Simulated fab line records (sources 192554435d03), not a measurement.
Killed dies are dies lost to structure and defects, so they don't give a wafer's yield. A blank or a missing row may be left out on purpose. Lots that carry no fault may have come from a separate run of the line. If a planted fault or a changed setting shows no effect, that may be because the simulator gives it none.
Matching of chambers    flow n5 finfet    N5_BEOL_M8_STRIP_67 on rie diel-04 has 4 sister chambers
The step strips in CF4. 14 wafers are shown with their chamber, then 7 later ones without.

== WAFERS, EACH WITH ITS CHAMBER ==
wafer   chamber  showerhead plenum p Torr (Torr)  throttle valve pct (%)  oes product au (a.u.)
L074.1  0        1.74                             13.81                   0.79
L074.4  1        1.74                             13.31                   0.86
L074.6  2        1.81                             13.32                   0.81
L076.3  2        1.80                             13.32                   0.82
L076.4  0        1.74                             13.80                   0.80
L076.6  0        1.74                             13.82                   0.79
L080.1  3        1.83                             13.36                   0.96
L080.5  2        1.80                             13.36                   0.81
L080.6  1        1.74                             13.34                   0.84
L083.2  1        1.74                             13.37                   0.84
L083.4  3        1.83                             13.37                   0.95
L083.5  3        1.83                             13.38                   0.95
L085.1  2        1.80                             13.36                   0.80
L085.4  0        1.73                             13.85                   0.78

SIGNATURES, as means of the wafers listed above
reading                   chamber 0  chamber 1  chamber 2  chamber 3  scatter within a chamber
showerhead plenum p Torr  1.7375     1.7400     1.8025     1.8300     0.00387
throttle valve pct        13.8200    13.3400    13.3400    13.3700    0.0224
oes product au            0.7900     0.8467     0.8100     0.9533     0.00856
Rule: distance of a wafer from a chamber = root of the sum over the readings of ((wafer's reading minus chamber's mean) / reading's scatter) squared. The wafer belongs to the nearest chamber; if the next one is less than 2 further off, it can't be placed. The scatter is the square root of a quotient: the sum, over the shown wafers, of each reading's squared deviation from its chamber's mean, divided by wafers minus chambers.

== WAFERS WITHOUT THEIR CHAMBER ==
wafer   showerhead plenum p Torr (Torr)  throttle valve pct (%)  oes product au (a.u.)
L085.6  1.73                             13.84                   0.78
L081.1  1.80                             13.35                   0.80
L081.2  1.83                             13.38                   0.94
L081.3  1.74                             13.35                   0.83
L095.1  1.82                             13.46                   0.88
L095.2  1.79                             13.44                   0.78
L095.3  1.73                             13.44                   0.80

== WHICH CHAMBER EACH ONE RAN IN ==
wafer   from the rows above      in truth
L085.6  0                        0
L081.1  2                        2
L081.2  3                        3
L081.3  1                        1
L095.1  can't be placed: 3 or 2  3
L095.2  2                        2
L095.3  1                        1
Correctly placed: 6 of 7. Can't be placed from these rows: 1 (the true chamber is among the candidates in 1). 0 placed wrongly.
